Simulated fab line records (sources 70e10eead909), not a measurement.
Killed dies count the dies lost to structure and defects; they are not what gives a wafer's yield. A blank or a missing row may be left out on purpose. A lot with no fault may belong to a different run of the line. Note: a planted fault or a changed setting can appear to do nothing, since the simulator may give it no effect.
Chamber matching + flow nandHarc + NHARC_A_CONTACT_ALD_18 on aldMetal-01: 4 sister chambers
The step deposits TiN, target thk 3 nm, pulse time 1 s, ald cycles 150. 18 wafers are shown with their chamber, then 9 later ones without.

## WAFERS WITH THEIR CHAMBER
| wafer  | chamber | heaterPowerW (W) | precursorPulseHeightRel |
|--------|---------|------------------|-------------------------|
| L076.2 | 1       | 989              | 1.019                   |
| L076.4 | 2       | 1001             | 0.985                   |
| L076.6 | 2       | 1005             | 0.998                   |
| L080.1 | 2       | 1007             | 1.030                   |
| L080.2 | 0       | 1141             | 0.975                   |
| L080.6 | 0       | 1184             | 1.017                   |
| L081.1 | 2       | 1009             | 0.999                   |
| L081.3 | 3       | 898              | 1.013                   |
| L081.4 | 3       | 910              | 1.037                   |
| L084.2 | 1       | 968              | 0.968                   |
| L084.3 | 3       | 876              | 1.019                   |
| L084.6 | 3       | 912              | 1.007                   |
| L086.1 | 2       | 990              | 1.038                   |
| L086.4 | 3       | 917              | 1.025                   |
| L086.5 | 0       | 1143             | 0.976                   |
| L087.2 | 1       | 998              | 1.059                   |
| L087.4 | 2       | 1007             | 0.988                   |
| L087.5 | 3       | 895              | 1.000                   |

SIGNATURES, as means of the wafers listed above
| reading                 | chamber 0 | chamber 1 | chamber 2 | chamber 3 | scatter within a chamber |
|-------------------------|-----------|-----------|-----------|-----------|--------------------------|
| heaterPowerW            | 1156.00   | 985.00    | 1003.17   | 901.33    | 14.7                     |
| precursorPulseHeightRel | 0.98933   | 1.01533   | 1.00633   | 1.01683   | 0.0249                   |
Rule: for a wafer and a chamber, the distance is found by dividing, reading by reading, the gap between the wafer's reading and the chamber's mean by the reading's scatter, squaring, summing and taking the root. The wafer belongs to the nearest chamber; if the next one is less than 2 further off, it can't be placed. The scatter: take each reading less its chamber's mean, square it, sum over the shown wafers, divide by the number of wafers less the number of chambers, and take the root.

## WAFERS WITHOUT THEIR CHAMBER
| wafer  | heaterPowerW (W) | precursorPulseHeightRel |
|--------|------------------|-------------------------|
| L092.1 | 1148             | 1.011                   |
| L092.2 | 973              | 1.008                   |
| L092.4 | 931              | 1.018                   |
| L096.4 | 895              | 1.013                   |
| L096.5 | 1189             | 1.020                   |
| L096.6 | 959              | 1.028                   |
| L097.1 | 1154             | 1.070                   |
| L097.4 | 972              | 0.984                   |
| L097.6 | 1055             | 1.004                   |

## EACH ONE'S CHAMBER
| wafer  | from the rows above     | in truth |
|--------|-------------------------|----------|
| L092.1 | 0                       | 0        |
| L092.2 | can't be placed: 1 or 2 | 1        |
| L092.4 | can't be placed: 3 or 1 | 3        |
| L096.4 | 3                       | 3        |
| L096.5 | 0                       | 0        |
| L096.6 | can't be placed: 1 or 2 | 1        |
| L097.1 | 0                       | 0        |
| L097.4 | can't be placed: 1 or 2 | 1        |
| L097.6 | can't be placed: 2 or 1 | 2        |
Placed correctly: 4 of 9. Cannot be placed on the basis of these rows: 5; the candidates contain the true chamber in 5. 0 placed wrongly.
